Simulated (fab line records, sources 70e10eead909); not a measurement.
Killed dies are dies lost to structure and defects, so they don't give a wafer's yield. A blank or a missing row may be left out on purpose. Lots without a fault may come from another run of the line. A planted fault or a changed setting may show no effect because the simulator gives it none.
One fault seen from 2 desks | flow nand_harc | each desk has only its own numbers; what lay behind them comes last

THE TOOL OWNER'S DESK: litho_track-04
The tool's own readings at NHARC_P_GATE_PEB_24 (peb time 65 s): means of the sampled wafers that have a number, for each lot that ran on this tool. A lot is out of limits, marked OUT, if its mean lies more than 4 standard deviations from the usual mean; the brackets give that distance.
Columns: A = heater_power_total_W at NHARC_P_GATE_PEB_24, usual 156.6 W; B = plate_temp_C at NHARC_P_GATE_PEB_24, usual 99.99 C
lot  | first seen here | A               | B
L521 | day 5 00:36     | 156.8           | 99.93
L527 | day 7 16:01     | 157.1           | 100.09
L528 | day 8 00:42     | 156.6           | 100.05
L529 | day 8 11:56     | 156.5           | 100.05
L535 | day 11 02:53    | 147.8 (-20) OUT | 95.77 (-35) OUT
L537 | day 11 19:27    | 147.1 (-22) OUT | 95.84 (-35) OUT
L543 | day 14 05:28    | 156.3           | 99.93
This desk's finding: out of limits on L535, L537; first on L535, day 11 02:53 (heater_power_total_W at NHARC_P_GATE_PEB_24). In limits: L521, L527, L528, L529, L543.

THE METROLOGY DESK
What the gauges read, lot by lot, whatever tool the lot ran on: means of the sampled wafers that have a number. A lot is out of limits, marked OUT, if its mean lies more than 4 standard deviations from the usual mean; the brackets give that distance.
Columns: A = cd_nm at NHARC_P_GATE_CD_MEAS_26, usual 120.1 nm; B = overlay_x_nm at NHARC_P_GATE_OVL_MEAS_27, usual -0.1 nm; C = overlay_y_nm at NHARC_P_GATE_OVL_MEAS_27, usual 0.0 nm
lot  | first seen here | A               | B    | C
L521 | day 5 00:41     | 120.4           | 0.3  | -0.3
L522 | day 5 05:29     | 119.5           | 0.2  | -2.8
L524 | day 6 03:40     | 119.8           | 0.1  | -0.0
L527 | day 7 16:06     | 119.8           | -0.1 | -0.2
L528 | day 8 00:47     | 120.0           | 0.2  | 0.2
L529 | day 8 12:02     | 120.5           | -0.5 | -0.1
L534 | day 10 12:04    | 120.2           | -1.3 | -1.5
L535 | day 11 02:58    | 136.4 (+28) OUT | -0.2 | -0.3
L537 | day 11 19:32    | 136.3 (+28) OUT | -0.3 | -0.7
L540 | day 12 23:48    | 119.8           | -0.0 | 0.1
L541 | day 13 10:46    | 118.9           | -1.2 | 1.1
L543 | day 14 05:33    | 120.6           | -0.8 | 0.5
L544 | day 14 21:09    | 120.9           | -1.2 | 0.1
This desk's finding: out of limits on L535, L537; first on L535, day 11 02:58 (cd_nm at NHARC_P_GATE_CD_MEAS_26). In limits: L521, L522, L524, L527, L528, L529, L534, L540, L541, L543, L544.

PUT TOGETHER
The tool owner's desk could have raised an alarm at day 11 02:53, on L535, L537.
The metrology desk could have raised an alarm at day 11 02:58, on L535, L537.
Of the lots named, all ran NHARC_P_GATE_PEB_24 on litho_track-04.

WHAT THE SIMULATOR HAD PUT IN
Process parameter drift: litho_track-04, from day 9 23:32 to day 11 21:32, at NHARC_P_GATE_PEB_24. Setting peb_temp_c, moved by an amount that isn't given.
Lots struck among those shown: L535, L537.
Hours from the fault's start to each desk's first reading out of limits: the tool owner's desk, 27; the metrology desk, 27.
